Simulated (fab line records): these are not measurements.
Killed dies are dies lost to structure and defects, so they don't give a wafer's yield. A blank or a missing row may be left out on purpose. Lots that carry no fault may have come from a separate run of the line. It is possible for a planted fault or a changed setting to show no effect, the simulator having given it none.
Problem report in the 8D (eight disciplines) form, filled by code || flow n5-finfet || the parts of the form that need people (team, actions taken, sign-off) are left out

== 1. THE PROBLEM ==
Mean of spin-speed-rpm at N5_HKMG_FIN_COAT_30: 1539.5 rpm across 6 wafers in 2 lots; on wafers with no fault it is 1499.9 rpm (standard deviation 0.91). Relative to the usual mean, that is a shift of +43 standard deviations.
The step: time 60 s, resist thk 35 nm.
First seen on wafer L283.1, day 7 12:49, on litho-track-02. At this step, 29 wafers from 10 lots have a number in the record. Rule for "out", or "out of limits": more than 4 standard deviations from the usual mean. Any other wafer with a number is counted as sound.

== 2. WHAT IT IS AND WHAT IT IS NOT ==
{"question": "which readings at this step", "is": "spin-speed-rpm", "is not": "-"}
{"question": "which lots", "is": "L283, L285", "is not": "L270, L272, L273, L274, L281, L284, L286, L292"}
{"question": "which wafers of those lots", "is": "all that have a number", "is not": "-"}
{"question": "read on which tools", "is": "litho-track-02", "is not": "litho-track-04"}
{"question": "when", "is": "from day 7 12:49", "is not": "up to then (14 sound wafers); but 9 sound wafers of L284, L286, L292 came after"}

== 3. THE SUSPECTS, EACH WITH WHAT RULES IT OUT ==
Counting: a tool at a process step up to the reading stays a suspect if it ran every lot that is out and no sound lot after the first of them.
- litho-track-02 at N5_HKMG_FIN_COAT_30 (time 60 s, resist thk 35 nm): kept. All lots that are out passed through it, beginning with L283 at day 7 12:49, and no sound lot followed; its final sound lot before that point was L281 at day 6 21:05. Out on those wafers are its own readings of spin-speed-rpm.
After counting, what remains is litho-track-02 at N5_HKMG_FIN_COAT_30.

== 4. THE CAUSE (what the simulator had put in) ==
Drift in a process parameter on litho-track-02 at N5_HKMG_FIN_COAT_30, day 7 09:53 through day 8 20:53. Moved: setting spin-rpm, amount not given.
This tool alone remained once counting was done.

== 5. THE CHAIN OF EFFECTS, in route order ==
Each row: a reading where the mean over the struck wafers with a number is more than 3 standard deviations away from the usual. Only readings whose record carries a usual standard deviation are examined. hours: median over the lots of the time between each lot's start at the first step of this table that gives one and its start at this step. sigmas: the change, counted in usual standard deviations.
{"hours": 0, "step": "N5_HKMG_FIN_COAT_30", "reading": "spin-speed-rpm", "usual": "1499.9 rpm", "on struck wafers": 1539.5, "change": "+39.5", "sigmas": "+43"}
Process steps it contains:
- N5_HKMG_FIN_COAT_30: time 60 s, resist thk 35 nm.
Later measuring or inspecting steps at which every struck wafer that the step has a row for has a number for every such reading, and none has moved that far: N5_BEOL_M4_RC_MEAS_101.

== 6. WHAT WOULD HAVE CAUGHT IT SOONER ==
3 hours passed between the start of the fault at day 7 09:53 and the first reading out of limits in this record, taken at day 7 12:49.
